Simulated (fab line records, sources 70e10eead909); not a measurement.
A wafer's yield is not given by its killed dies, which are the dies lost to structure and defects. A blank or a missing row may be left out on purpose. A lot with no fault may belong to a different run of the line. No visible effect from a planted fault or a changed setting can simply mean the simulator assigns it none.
Matching of chambers + flow nand harc + NHARC_A_CONTACT_ETCH_75 on rie diel-09 has 4 sister chambers
The step etches the open film in CF4, target depth 39 nm, time 65 s. 36 wafers are shown with their chamber, then 12 later ones without.

## EACH WAFER AND ITS CHAMBER
| wafer  | chamber | drypump motor current A (A) | showerhead plenum p Torr (Torr) | rf vpp V (V) |
|--------|---------|-----------------------------|---------------------------------|--------------|
| L076.1 | 2       | 6.0                         | 1.91                            | 154.6        |
| L076.2 | 0       | 5.2                         | 1.87                            | 151.9        |
| L076.3 | 3       | 5.7                         | 1.75                            | 151.5        |
| L074.1 | 2       | 6.0                         | 1.91                            | 153.5        |
| L074.2 | 1       | 6.3                         | 1.68                            | 150.7        |
| L074.5 | 3       | 5.7                         | 1.75                            | 152.1        |
| L077.2 | 1       | 6.3                         | 1.68                            | 150.1        |
| L077.3 | 0       | 5.2                         | 1.87                            | 153.6        |
| L077.6 | 2       | 6.0                         | 1.91                            | 153.0        |
| L079.3 | 2       | 6.0                         | 1.91                            | 153.5        |
| L079.4 | 0       | 5.2                         | 1.87                            | 153.7        |
| L079.5 | 2       | 6.0                         | 1.91                            | 152.3        |
| L080.3 | 2       | 6.0                         | 1.91                            | 154.3        |
| L080.5 | 3       | 5.7                         | 1.74                            | 150.8        |
| L080.6 | 2       | 6.0                         | 1.91                            | 153.3        |
| L085.1 | 0       | 5.2                         | 1.87                            | 152.7        |
| L085.3 | 2       | 6.0                         | 1.90                            | 152.3        |
| L085.5 | 1       | 6.3                         | 1.67                            | 148.4        |
| L086.1 | 3       | 5.7                         | 1.74                            | 151.8        |
| L086.4 | 0       | 5.1                         | 1.87                            | 152.0        |
| L086.5 | 2       | 6.0                         | 1.90                            | 152.1        |
| L088.1 | 3       | 5.7                         | 1.74                            | 151.7        |
| L088.4 | 2       | 6.0                         | 1.90                            | 152.5        |
| L088.5 | 2       | 6.0                         | 1.90                            | 153.0        |
| L090.1 | 1       | 6.3                         | 1.67                            | 150.6        |
| L090.2 | 3       | 5.7                         | 1.74                            | 153.2        |
| L090.3 | 0       | 5.2                         | 1.86                            | 152.5        |
| L087.1 | 3       | 5.7                         | 1.74                            | 150.7        |
| L087.2 | 2       | 6.0                         | 1.90                            | 154.1        |
| L087.3 | 1       | 6.3                         | 1.67                            | 149.2        |
| L091.1 | 2       | 6.0                         | 1.90                            | 153.2        |
| L091.5 | 2       | 6.0                         | 1.90                            | 153.7        |
| L091.6 | 1       | 6.3                         | 1.67                            | 149.5        |
| L089.3 | 1       | 6.3                         | 1.67                            | 150.3        |
| L089.5 | 3       | 5.7                         | 1.74                            | 150.6        |
| L089.6 | 0       | 5.2                         | 1.86                            | 151.7        |

SIGNATURES (means of the wafers above)
| reading                  | chamber 0 | chamber 1 | chamber 2 | chamber 3 | scatter within a chamber |
|--------------------------|-----------|-----------|-----------|-----------|--------------------------|
| drypump motor current A  | 5.186     | 6.300     | 6.000     | 5.700     | 0.0164                   |
| showerhead plenum p Torr | 1.8671    | 1.6729    | 1.9050    | 1.7425    | 0.00496                  |
| rf vpp V                 | 152.586   | 149.829   | 153.243   | 151.550   | 0.814                    |
Rule: for a wafer and a chamber, the distance is found by dividing, reading by reading, the gap between the wafer's reading and the chamber's mean by the reading's scatter, squaring, summing and taking the root. If the next closest chamber is less than 2 further off than the closest, the wafer can't be placed; otherwise it belongs to the closest. The scatter is the square root of a quotient: the sum, over the shown wafers, of each reading's squared deviation from its chamber's mean, divided by wafers minus chambers.

## WAFERS MISSING THEIR CHAMBER
| wafer  | drypump motor current A (A) | showerhead plenum p Torr (Torr) | rf vpp V (V) |
|--------|-----------------------------|---------------------------------|--------------|
| L092.1 | 6.0                         | 1.90                            | 153.8        |
| L092.2 | 5.7                         | 1.74                            | 149.9        |
| L092.5 | 6.0                         | 1.90                            | 151.7        |
| L095.1 | 5.7                         | 1.74                            | 152.3        |
| L095.3 | 6.3                         | 1.67                            | 150.3        |
| L095.4 | 5.2                         | 1.86                            | 153.1        |
| L093.2 | 5.7                         | 1.74                            | 151.4        |
| L093.4 | 6.0                         | 1.90                            | 153.5        |
| L093.6 | 5.7                         | 1.74                            | 150.3        |
| L097.1 | 5.2                         | 1.86                            | 151.3        |
| L097.2 | 5.7                         | 1.74                            | 150.7        |
| L097.5 | 6.3                         | 1.67                            | 150.3        |

## EACH ONE'S CHAMBER
| wafer  | from the rows above | in truth |
|--------|---------------------|----------|
| L092.1 | 2                   | 2        |
| L092.2 | 3                   | 3        |
| L092.5 | 2                   | 2        |
| L095.1 | 3                   | 3        |
| L095.3 | 1                   | 1        |
| L095.4 | 0                   | 0        |
| L093.2 | 3                   | 3        |
| L093.4 | 2                   | 2        |
| L093.6 | 3                   | 3        |
| L097.1 | 0                   | 0        |
| L097.2 | 3                   | 3        |
| L097.5 | 1                   | 1        |
Placed correctly: 12 of 12. Not placeable from these rows: 0. Placed wrongly: 0.
